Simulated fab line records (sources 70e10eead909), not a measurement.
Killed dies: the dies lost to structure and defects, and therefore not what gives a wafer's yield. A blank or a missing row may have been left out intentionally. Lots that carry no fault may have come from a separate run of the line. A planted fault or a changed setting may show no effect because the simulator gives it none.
Chamber matching || flow nand_harc || NHARC_A_CONTACT_ETCH_106 on rie_diel-04: 4 sister chambers
The step etches the open film in CF4/O2, target depth 90 nm, overetch 9 nm, time 49.5 s. 8 wafers are shown with their chamber, then 7 later ones without.

## WAFERS WITH THEIR CHAMBER
{"wafer": "L441.6", "chamber": 0, "drypump_motor_current_A (A)": 5.8, "rf_vpp_V (V)": 196.8}
{"wafer": "L443.1", "chamber": 0, "drypump_motor_current_A (A)": 5.8, "rf_vpp_V (V)": 196.8}
{"wafer": "L443.6", "chamber": 1, "drypump_motor_current_A (A)": 6.6, "rf_vpp_V (V)": 198.9}
{"wafer": "L445.3", "chamber": 1, "drypump_motor_current_A (A)": 6.6, "rf_vpp_V (V)": 199.4}
{"wafer": "L448.4", "chamber": 2, "drypump_motor_current_A (A)": 6.4, "rf_vpp_V (V)": 197.2}
{"wafer": "L448.5", "chamber": 3, "drypump_motor_current_A (A)": 6.4, "rf_vpp_V (V)": 198.3}
{"wafer": "L449.2", "chamber": 2, "drypump_motor_current_A (A)": 6.3, "rf_vpp_V (V)": 196.5}
{"wafer": "L449.5", "chamber": 3, "drypump_motor_current_A (A)": 6.4, "rf_vpp_V (V)": 197.9}

## WAFERS WITHOUT THEIR CHAMBER
{"wafer": "L449.6", "drypump_motor_current_A (A)": 5.8, "rf_vpp_V (V)": 197.1}
{"wafer": "L452.3", "drypump_motor_current_A (A)": 5.8, "rf_vpp_V (V)": 196.3}
{"wafer": "L452.5", "drypump_motor_current_A (A)": 6.3, "rf_vpp_V (V)": 196.2}
{"wafer": "L452.6", "drypump_motor_current_A (A)": 6.4, "rf_vpp_V (V)": 199.4}
{"wafer": "L454.1", "drypump_motor_current_A (A)": 6.3, "rf_vpp_V (V)": 196.9}
{"wafer": "L454.4", "drypump_motor_current_A (A)": 6.6, "rf_vpp_V (V)": 199.3}
{"wafer": "L454.5", "drypump_motor_current_A (A)": 5.8, "rf_vpp_V (V)": 197.7}

## WHICH CHAMBER EACH ONE RAN IN
{"wafer": "L449.6", "from the rows above": 0, "in truth": 0}
{"wafer": "L452.3", "from the rows above": 0, "in truth": 0}
{"wafer": "L452.5", "from the rows above": 2, "in truth": 2}
{"wafer": "L452.6", "from the rows above": "can't be placed: 3 or 1", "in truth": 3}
{"wafer": "L454.1", "from the rows above": 2, "in truth": 2}
{"wafer": "L454.4", "from the rows above": 1, "in truth": 1}
{"wafer": "L454.5", "from the rows above": 0, "in truth": 0}
6 of 7 placed correctly. These rows do not allow placing 1 (true chamber among the candidates in 1). Number placed wrongly: 0.
How it was worked out, from the rows above alone: a wafer's distance from a chamber is the root of the sum, over the readings, of the square of ((its reading less the chamber's mean) divided by the reading's scatter). If the next closest chamber is less than 2 further off than the closest, the wafer can't be placed; otherwise it belongs to the closest. Each chamber's mean is taken over the wafers shown for it. The scatter: the root of (the sum of the squares of (reading less its chamber's mean) over the shown wafers, divided by (wafers less chambers)).
